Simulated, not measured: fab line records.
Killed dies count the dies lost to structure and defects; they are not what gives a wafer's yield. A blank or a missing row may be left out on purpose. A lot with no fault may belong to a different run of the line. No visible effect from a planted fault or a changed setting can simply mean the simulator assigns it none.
A lot that was struck, set against a sound lot | flow nand_harc | 22 out of 1302 route steps
Sound: these wafers, L841.3, L841.4, L841.5. The struck wafers were L854.1, L854.2, L854.3. Last of all comes the cause.
For every step that has rows: the tool of each side, followed by ch and its chambers, followed by its first start. Under that, the readings that differ: sound wafers | struck wafers | difference of the means | sigmas: that difference in standard deviations of wafers without a fault.
alike: a reading whose means differ by less than 2 such deviations, as well as words and numbers matching on both sides. not compared: withheld readings; readings where some wafer has no value; bounds like >300 that might hide an equal value; numbers whose values overlap and for which the record gives no deviation.
The two part at a step that has a row with sigmas, a row that says differs or no value, or rows on one side only. Non-overlapping numbers with no deviation appear without sigmas and do not part them. Lack of a reading on every wafer of one side parts them only where that side has two or more wafers.

NHARC_P_CONTACT_CVD_23: deposits W, target thk 200 nm, time 557 s.
  sound on cvd_w-01 ch 0,1; struck on cvd_w-02 ch 0,1
  reading            | sound       | struck      | difference | sigmas
  heater_power_w (W) | 403 465 407 | 549 535 543 | +117       | +2
  alike: throttle_valve_pct
NHARC_P_CONTACT_CMP_24: polishes, t overpolish 30 s, target thk 200 nm.
  sound on cmp-01 ch 0,1,3, day 10 12:36; struck on cmp-03 ch 1,2,3, day 15 16:37
  alike: motor_current_A, overpolish_run_s, retaining_ring_pressure_frac, slurry_filter_dp_kPa, time_to_endpoint_s
next, for these wafers, 1 step has no rows: NHARC_P_CONTACT_SRD_26.
NHARC_P_CONTACT_INSPECT_27:
  sound on defect_inspect-02, day 10 12:58; struck on defect_inspect-02, day 15 17:01
  alike: raw_defect_count
then, 7 steps without rows for these wafers: NHARC_P_M0_DEP_00 (deposits SiOC, target thk 150 nm); NHARC_P_M0_DEHYDRATE_01 (time 120 s); NHARC_P_M0_HMDS_02 (time 30 s); NHARC_P_M0_COAT_33 (time 65 s); NHARC_P_M0_COAT_03 (resist thk 90 nm); NHARC_P_M0_SOFTBAKE_04 (time 55 s); NHARC_P_M0_EBR_05.
NHARC_P_M0_EXPOSE_06: exposes mask P M0, target cd 90 nm.
  sound on arfi_scanner-02 ch 0, day 10 13:43; struck on arfi_scanner-02 ch 0, day 15 17:46
  reading              | sound             | struck            | difference | sigmas
  exposure_dose_mJ_cm2 | 81.35 81.23 81.18 | 75.78 75.79 75.73 | -5.49      | -72
  alike: mask, focus_offset_nm
then, 2 steps without rows for these wafers: NHARC_P_M0_PEB_07 (peb time 65 s); NHARC_P_M0_DEVELOP_08 (develop time 35 s).
NHARC_P_M0_CD_MEAS_09 targets a cd of 90 nm.
  sound on cd_sem-01 ch 0, day 10 13:52; struck on cd_sem-02 ch 0, day 15 17:55
  reading    | sound          | struck         | difference | sigmas
  cd_nm (nm) | 89.6 89.2 89.6 | 85.0 85.4 85.0 | -4.3       | -9
NHARC_P_M0_OVL_MEAS_10: pitch 180 nm.
  sound on overlay-02, day 10 13:56; struck on overlay-02, day 15 18:00
  alike: overlay_x_nm, overlay_y_nm
NHARC_P_M0_INSPECT_11:
  sound on defect_inspect-01, day 10 13:59; struck on defect_inspect-02, day 15 18:02
  alike: raw_defect_count
NHARC_P_M0_DESCUM_14: chemistry O2, time 3 s.
  sound on rie_diel-08 ch 0,2,3, day 10 14:04; struck on rie_diel-03 ch 1,2,3, day 15 18:05
  reading               | sound         | struck          | difference | sigmas
  model.P_M0.cd_nm (nm) | 90 89.4 89.81 | 85.2 84.8 84.76 | -4.8       |
  alike: drypump_motor_current_A, o2_flow_sccm, oes_product_au, rf_vpp_V, showerhead_plenum_p_Torr, throttle_valve_pct
  not compared: rf_hours_counter_h
NHARC_P_M0_ETCH_34: etches the open film in N2/H2, target depth 40 nm, overetch 12 nm, time 43.94 s.
  sound on rie_diel-08 ch 0,1, day 10 14:08; struck on rie_diel-03 ch 1,2,3, day 15 18:11
  alike: drypump_motor_current_A, h2_flow_sccm, oes_product_au, rf_vpp_V, showerhead_plenum_p_Torr, throttle_valve_pct
  not compared: rf_hours_counter_h
NHARC_P_M0_ETCH_15: etches the open film in C4F8/Ar, target depth 150 nm, overetch 15 nm, time 82.5 s.
  sound on rie_diel-08 ch 0,1,2; struck on rie_diel-03 ch 0,2,3
  reading               | sound            | struck            | difference | sigmas
  model.P_M0.cd_nm (nm) | 89.69 89.5 89.79 | 85.33 85.28 84.82 | -4.52      |
  alike: oes_product_au, rf_vpp_V
  not compared: rf_hours_counter_h
NHARC_P_M0_CD_MEAS_16:
  sound on cd_sem-02, day 10 14:22; struck on cd_sem-03, day 15 18:23
  reading    | sound          | struck         | difference | sigmas
  cd_nm (nm) | 89.8 89.6 89.9 | 85.5 85.0 84.6 | -4.7       | -7
next, for these wafers, 1 step has no rows: NHARC_END_SORT_01.

## WHERE THEY PART
First at NHARC_P_CONTACT_CVD_23; last, within this record, at NHARC_P_M0_CD_MEAS_16.

WHY: whatever the simulator had introduced
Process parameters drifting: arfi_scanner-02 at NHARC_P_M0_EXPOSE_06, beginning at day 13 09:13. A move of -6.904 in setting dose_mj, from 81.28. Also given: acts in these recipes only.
